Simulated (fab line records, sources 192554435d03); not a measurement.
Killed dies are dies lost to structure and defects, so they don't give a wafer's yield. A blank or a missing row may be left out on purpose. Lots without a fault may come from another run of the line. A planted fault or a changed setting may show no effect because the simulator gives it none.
Split-lot experiment | flow n5_finfet | 7 lots, 21 wafers read, on a route of 1938 steps

THE SPLIT
At N5_FIN_CUT_COAT_18 (time 60 s, resist thk 230 nm), the setting spin_rpm was moved away from the recipe's 1500 rpm on 8 of the 21 wafers read, by -6.0% to +8.5%. The other wafers ran this setting at the recipe's value.

FROM THE SPLIT TO THE READING: what the file shows between them, 6 steps
- N5_FIN_CUT_COAT_19: time 60 s, resist thk 20 nm (also split here: spin_rpm)
- N5_FIN_CUT_COAT_29: time 60 s, resist thk 10 nm
- N5_FIN_CUT_COAT_02: resist thk 30 nm
- N5_FIN_CUT_DESCUM_13: chemistry O2, time 7 s
- N5_FIN_CUT_ETCH_30: etches underlayer in N2/H2, target depth 13 nm, time 10.4 s
- N5_FIN_CUT_ETCH_20: etches SiARC in CF4, target depth 26 nm, time 43.3 s

THE READING
etch.depth_nm (the simulator's own value, which no gauge read), in nm, at N5_FIN_CUT_ETCH_21 (etches SOC in N2/H2, target depth 219 nm, overetch 43.8 nm, time 523.5 s). The file gives no usual value for it. The 13 wafers here that ran the recipe average 229.7 nm, standard deviation 0.36 nm.

wafer  | tool, chamber at the split | spin_rpm as run, rpm | against the recipe | etch.depth_nm, nm | against lot-mates on the recipe
L074.2 | litho_track-02, 0          | 1419                 | -5.4%              | 236.4             | +6.3
L074.3 | litho_track-02, 0          | 1500                 | recipe             | 230.1             | -
L074.4 | litho_track-02, 0          | 1419                 | -5.4%              | 236.5             | +6.4
L080.2 | litho_track-01, 0          | 1549                 | +3.3%              | 226.4             | -3.6
L080.3 | litho_track-01, 0          | 1549                 | +3.3%              | 226.1             | -3.9
L080.6 | litho_track-01, 0          | 1500                 | recipe             | 230               | -
L082.4 | litho_track-02, 0          | 1500                 | recipe             | 230.3             | -
L082.5 | litho_track-02, 0          | 1410                 | -6.0%              | 237.7             | +7.4
L082.6 | litho_track-02, 0          | 1410                 | -6.0%              | 237.6             | +7.3
L086.1 | litho_track-02, 0          | 1500                 | recipe             | 229.4             | -
L086.4 | litho_track-02, 0          | 1500                 | recipe             | 229.9             | -
L086.5 | litho_track-02, 0          | 1500                 | recipe             | 229.9             | -
L089.1 | litho_track-02, 0          | 1500                 | recipe             | 229.6             | -
L089.4 | litho_track-02, 0          | 1627                 | +8.5%              | 220.6             | -9.2
L089.6 | litho_track-02, 0          | 1500                 | recipe             | 229.9             | -
L091.1 | litho_track-04, 0          | 1500                 | recipe             | 229               | -
L091.4 | litho_track-04, 0          | 1500                 | recipe             | 229.9             | -
L091.6 | litho_track-04, 0          | 1500                 | recipe             | 229.1             | -
L093.3 | litho_track-04, 0          | 1500                 | recipe             | 229.6             | -
L093.4 | litho_track-04, 0          | 1500                 | recipe             | 229.7             | -
L093.6 | litho_track-04, 0          | 1596                 | +6.4%              | 222.8             | -6.8

THE FIT
A straight line over all 21 wafers: etch.depth_nm changes by -1.18 nm for each +1% of spin_rpm; r = -0.99; the points scatter about the line by 0.45 nm.
The same after taking each lot's own level away (the mean of its wafers on the recipe; 21 wafers): -1.14 nm for each +1%; r = -1.00; scatter 0.29 nm.
On that fit, the largest move of spin_rpm shifts the reading by 9.7 nm.
The lots' own levels span 229.33 to 230.30 nm, that is 2.7 times the standard deviation above.
So the lot-to-lot level changes the slope little: the two slopes agree.
Check: with one of the wafers moved furthest among these (+8.5%) left out of the fit, the line predicts -9.78 nm for it against its lot-mates. It came out at -9.15 nm against them.

OTHER SPLITS ON THESE WAFERS
These wafers also went through other splits before the reading. Each is held against what the fit with the lots' levels taken away leaves over:
other split on the same wafers          | wafers away from the commonest value | r with etch.depth_nm (lot level and that fit taken away)
N5_ZERO_LAYER_EXPOSE_08 dose_mj         | 10                                   | -0.16
N5_ZERO_LAYER_DEVELOP_10 develop_time_s | 10                                   | +0.00
N5_WELL_APT_COAT_02 spin_rpm            | 5                                    | -0.33
N5_WELL_APT_PEB_06 peb_time_s           | 8                                    | +0.15
N5_FIN_CUT_COAT_19 spin_rpm             | 6                                    | -0.01

THE WHOLE CHAIN: every reading that the file lists as answering this split, in the file's order
step               | what it does                                                             | reading                                                                        | change (the file's fit)              | r (the file's)
N5_FIN_CUT_COAT_18 | time 60 s, resist thk 230 nm                                             | SOC_of_FIN_CUT_COAT_18.thk_nm (the simulator's own value, which no gauge read) | -1.13 nm for each +1% of the setting | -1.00
N5_FIN_CUT_ETCH_21 | etches SOC in N2/H2, target depth 219 nm, overetch 43.8 nm, time 523.5 s | etch.depth_nm (the simulator's own value, which no gauge read)                 | -1.13 nm for each +1% of the setting | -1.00

THE FILE'S OWN FIT
etch.depth_nm changes by -1.13 nm for each +1% of spin_rpm, r = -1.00.
